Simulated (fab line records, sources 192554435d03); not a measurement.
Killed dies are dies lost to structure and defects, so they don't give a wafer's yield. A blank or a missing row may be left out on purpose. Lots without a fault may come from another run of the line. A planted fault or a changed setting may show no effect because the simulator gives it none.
Chamber matching | flow n5_finfet | N5_BEOL_M5_ALD_86 on ald_metal-03: 4 sister chambers
The step deposits TaN, pulse time 2 s, purge time 3 s, co reactant purge time 2 s. 20 wafers are shown with their chamber, then 10 later ones without.

WAFERS WITH THEIR CHAMBER
wafer  | chamber | heater_power_w (W) | precursor_vessel_pressure_torr (Torr)
L077.1 | 3       | 407                | 26.24
L077.2 | 1       | 359                | 26.25
L077.5 | 3       | 408                | 26.31
L078.1 | 0       | 419                | 26.31
L078.3 | 3       | 413                | 26.24
L078.5 | 3       | 394                | 26.23
L082.1 | 2       | 394                | 26.23
L082.3 | 0       | 430                | 26.13
L082.4 | 1       | 355                | 26.25
L080.3 | 2       | 395                | 26.23
L080.5 | 2       | 397                | 26.17
L080.6 | 1       | 351                | 26.15
L084.1 | 3       | 409                | 26.25
L084.2 | 0       | 423                | 26.21
L084.4 | 2       | 391                | 26.26
L087.2 | 3       | 406                | 26.22
L087.3 | 1       | 351                | 26.24
L087.5 | 2       | 399                | 26.24
L089.2 | 2       | 393                | 26.30
L089.4 | 1       | 347                | 26.36

SIGNATURES (means of the wafers above)
reading                        | chamber 0 | chamber 1 | chamber 2 | chamber 3 | scatter within a chamber
heater_power_w                 | 424.00    | 352.60    | 394.83    | 406.17    | 4.96
precursor_vessel_pressure_torr | 26.2167   | 26.2500   | 26.2383   | 26.2483   | 0.0574
Rule: a wafer's distance from a chamber is the root of the sum, over the readings, of the square of ((its reading less the chamber's mean) divided by the reading's scatter). The wafer belongs to the nearest chamber; if the next one is less than 2 further off, it can't be placed. The scatter: the root of (the sum of the squares of (reading less its chamber's mean) over the shown wafers, divided by (wafers less chambers)).

WAFERS WITHOUT THEIR CHAMBER
wafer  | heater_power_w (W) | precursor_vessel_pressure_torr (Torr)
L089.5 | 405                | 26.26
L092.1 | 434                | 26.27
L092.2 | 390                | 26.22
L092.5 | 352                | 26.11
L091.1 | 398                | 26.19
L091.4 | 428                | 26.26
L091.6 | 396                | 26.24
L097.4 | 390                | 26.23
L097.5 | 436                | 26.30
L097.6 | 408                | 26.25

WHICH CHAMBER EACH WENT THROUGH
wafer  | from the rows above     | in truth
L089.5 | can't be placed: 3 or 2 | 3
L092.1 | 0                       | 0
L092.2 | 2                       | 2
L092.5 | 1                       | 1
L091.1 | can't be placed: 2 or 3 | 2
L091.4 | 0                       | 0
L091.6 | can't be placed: 2 or 3 | 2
L097.4 | 2                       | 2
L097.5 | 0                       | 0
L097.6 | 3                       | 3
Placed correctly: 7 of 10. Can't be placed from these rows: 3 (the true chamber is among the candidates in 3). Placed wrongly: 0.
